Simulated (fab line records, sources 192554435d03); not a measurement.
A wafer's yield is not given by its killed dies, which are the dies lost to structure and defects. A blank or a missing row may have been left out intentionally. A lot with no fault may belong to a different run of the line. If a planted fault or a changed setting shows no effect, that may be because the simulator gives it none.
Matching of chambers :: flow n5Finfet :: N5_BEOL_M12_ETCH_59 on rieDiel-04: 4 sister chambers
The step etches BARC in N2/H2, target depth 89 nm, overetch 26.7 nm, time 67.9 s. 4 wafers are shown with their chamber, then 7 later ones without.

## WAFERS PAIRED WITH THEIR CHAMBERS
wafer: L077.5
chamber: 1
drypumpMotorCurrentA (A): 5.8

wafer: L081.6
chamber: 2
drypumpMotorCurrentA (A): 6.0

wafer: L086.1
chamber: 3
drypumpMotorCurrentA (A): 5.0

wafer: L086.3
chamber: 0
drypumpMotorCurrentA (A): 5.1

## WAFERS MISSING THEIR CHAMBER
wafer: L086.5
drypumpMotorCurrentA (A): 6.0

wafer: L090.3
drypumpMotorCurrentA (A): 5.8

wafer: L090.4
drypumpMotorCurrentA (A): 5.0

wafer: L090.5
drypumpMotorCurrentA (A): 5.9

wafer: L092.2
drypumpMotorCurrentA (A): 5.8

wafer: L092.4
drypumpMotorCurrentA (A): 5.0

wafer: L092.5
drypumpMotorCurrentA (A): 5.0

## WHICH CHAMBER EACH ONE RAN IN
wafer: L086.5
from the rows above: 2
in truth: 2

wafer: L090.3
from the rows above: 1
in truth: 1

wafer: L090.4
from the rows above: 3
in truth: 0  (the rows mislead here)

wafer: L090.5
from the rows above: can't be placed: 2 or 1
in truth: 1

wafer: L092.2
from the rows above: 1
in truth: 1

wafer: L092.4
from the rows above: 3
in truth: 3

wafer: L092.5
from the rows above: 3
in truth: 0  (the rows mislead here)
Placed correctly: 4 of 7. Not placeable from these rows: 1 (in 1, the candidates include the true chamber). 2 placed wrongly.
How it was worked out, from the rows above alone: a wafer's distance from a chamber is the root of the sum, over the readings, of the square of ((its reading less the chamber's mean) divided by the reading's scatter). The wafer belongs to the nearest chamber; if the next one is less than 2 further off, it can't be placed. Each chamber's mean is taken over the wafers shown for it. The scatter: root of mean squared gap, hidden wafer to nearest shown wafer, with one shown wafer a chamber.
